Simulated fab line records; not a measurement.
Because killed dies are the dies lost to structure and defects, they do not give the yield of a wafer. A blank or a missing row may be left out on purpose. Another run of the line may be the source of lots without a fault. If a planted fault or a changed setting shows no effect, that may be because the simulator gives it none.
Matching of chambers	flow nand harc	4 sister chambers for NHARC_A_BONDPAD_CMP_29 on cmp-01
The step polishes SiCN, target thk 200 nm. 8 wafers are shown with their chamber, then 10 later ones without.

EACH WAFER AND ITS CHAMBER
wafer	chamber	motor current A (A)
L081.2	1	11.7
L081.5	2	11.1
L081.6	3	13.4
L089.1	0	11.4
L089.5	2	10.8
L089.6	3	13.4
L091.1	1	11.1
L091.3	0	11.6

WAFERS WITHOUT THEIR CHAMBER
wafer	motor current A (A)
L091.4	13.3
L091.2	11.1
L091.5	11.2
L091.6	11.5
L094.1	11.2
L094.4	11.2
L094.6	10.4
L095.3	11.3
L095.5	11.4
L095.6	10.3

EACH ONE'S CHAMBER
wafer	from the rows above	in truth
L091.4	3	3
L091.2	can't be placed: 2 or 1 or 0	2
L091.5	can't be placed: 1 or 2 or 0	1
L091.6	can't be placed: 0 or 1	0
L094.1	can't be placed: 1 or 2 or 0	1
L094.4	can't be placed: 1 or 2 or 0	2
L094.6	can't be placed: 2 or 1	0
L095.3	can't be placed: 1 or 0 or 2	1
L095.5	can't be placed: 1 or 0 or 2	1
L095.6	can't be placed: 2 or 1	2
Placed correctly: 1 of 10. Not placeable from these rows: 9 (in 8, the candidates include the true chamber). Number placed wrongly: 0.
How it was worked out, from the rows above alone: a wafer's distance from a chamber is the root of the sum, over the readings, of the square of ((its reading less the chamber's mean) divided by the reading's scatter). The wafer belongs to the nearest chamber; if the next one is less than 2 further off, it can't be placed. A chamber's mean is the mean of its shown wafers. How the scatter is found: for the shown wafers, subtract from each reading the mean of its chamber, square and add these, divide the total by (wafers less chambers), then take the root.
